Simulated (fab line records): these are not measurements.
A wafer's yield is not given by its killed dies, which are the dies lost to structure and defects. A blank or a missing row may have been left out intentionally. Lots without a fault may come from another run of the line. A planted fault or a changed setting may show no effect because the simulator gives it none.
A lot that was struck, set against a sound lot	flow nandHarc	14 steps out of a route of 1159
Sound: wafers L316.1, L316.3, L316.4. Wafers L327.2, L327.4, L327.6 were the ones struck. The cause comes at the end.
At each step with rows: each side's tool, then ch and its chambers, then its first start. Under that, the readings that differ: sound wafers	struck wafers	difference of the means	sigmas: that difference in standard deviations of wafers without a fault.
alike: readings with means less than 2 such deviations apart, plus words and numbers identical on both sides. not compared: withheld readings, readings lacking a value on some wafer, bounds such as >300 that could conceal the same value, and numbers that have no deviation in the record and whose values overlap.
The two part at a step that has a row with sigmas, a row that says differs or no value, or rows on one side only. When numbers do not overlap yet have no deviation, they are printed without sigmas and do not part them. A reading that every wafer of one side lacks parts them only if that side has two wafers or more.

NHARC_P_GATE_DESCUM_61: chemistry O2, time 3 s.
  sound on rieDiel-12 ch 0,1,2, day 5 13:56; struck on rieDiel-02 ch 1,2, day 8 13:14
  alike: drypumpMotorCurrentA, oesProductAu, rfVppV, showerheadPlenumPTorr, throttleValvePct
  not compared: rfHoursCounterH
following that, these wafers have no rows for 1 step: NHARC_P_GATE_IMPLANT_62.
NHARC_P_GATE_STRIP_112: strips in N2/H2, time 200 s.
  sound on plasmaAsher-01 ch 0,1, day 5 14:23; struck on plasmaAsher-01 ch 0,1, day 8 13:37
  alike: drypumpMotorCurrentA, heaterPowerW
  not compared: rfHoursCounterH
NHARC_P_GATE_STRIP_76: strips in O2.
  sound on plasmaAsher-01 ch 0,1, day 5 14:37; struck on plasmaAsher-01 ch 0,1, day 8 13:52
  alike: drypumpMotorCurrentA, heaterPowerW
  not compared: rfHoursCounterH
then, 8 steps without rows for these wafers: NHARC_P_GATE_STRIP_63 (strips in SPM, time 900 s); NHARC_P_GATE_DEHYDRATE_83 (time 120 s); NHARC_P_GATE_HMDS_84 (time 30 s); NHARC_P_GATE_COAT_85; NHARC_P_GATE_SOFTBAKE_86 (time 95 s); NHARC_P_GATE_EBR_87; NHARC_P_GATE_EXPOSE_88 (exposes mask P HVN, target cd 2000 nm); NHARC_P_GATE_PEB_89 (peb time 85 s).
NHARC_P_GATE_DEVELOP_90: time 70 s.
  sound on lithoTrack-05 ch 0, day 5 15:00; struck on lithoTrack-05, day 8 14:00
  no value came back on the struck wafers for chillPlateTempC (C), exhaustPa (Pa); on the sound wafers chillPlateTempC (C) reads 23.02 22.92 22.76
NHARC_P_GATE_CD_MEAS_91: the cd target is 2000 nm.
  sound on cdSem-02 ch 0, day 5 15:24; struck on cdSem-02 ch 0, day 8 14:41
  alike: cdNm

## WHERE THEY PART
NHARC_P_GATE_DEVELOP_90 only, going by this record. Later steps at which nothing parts them and some readings are alike: NHARC_P_GATE_CD_MEAS_91.

WHY: the cause the simulator had injected
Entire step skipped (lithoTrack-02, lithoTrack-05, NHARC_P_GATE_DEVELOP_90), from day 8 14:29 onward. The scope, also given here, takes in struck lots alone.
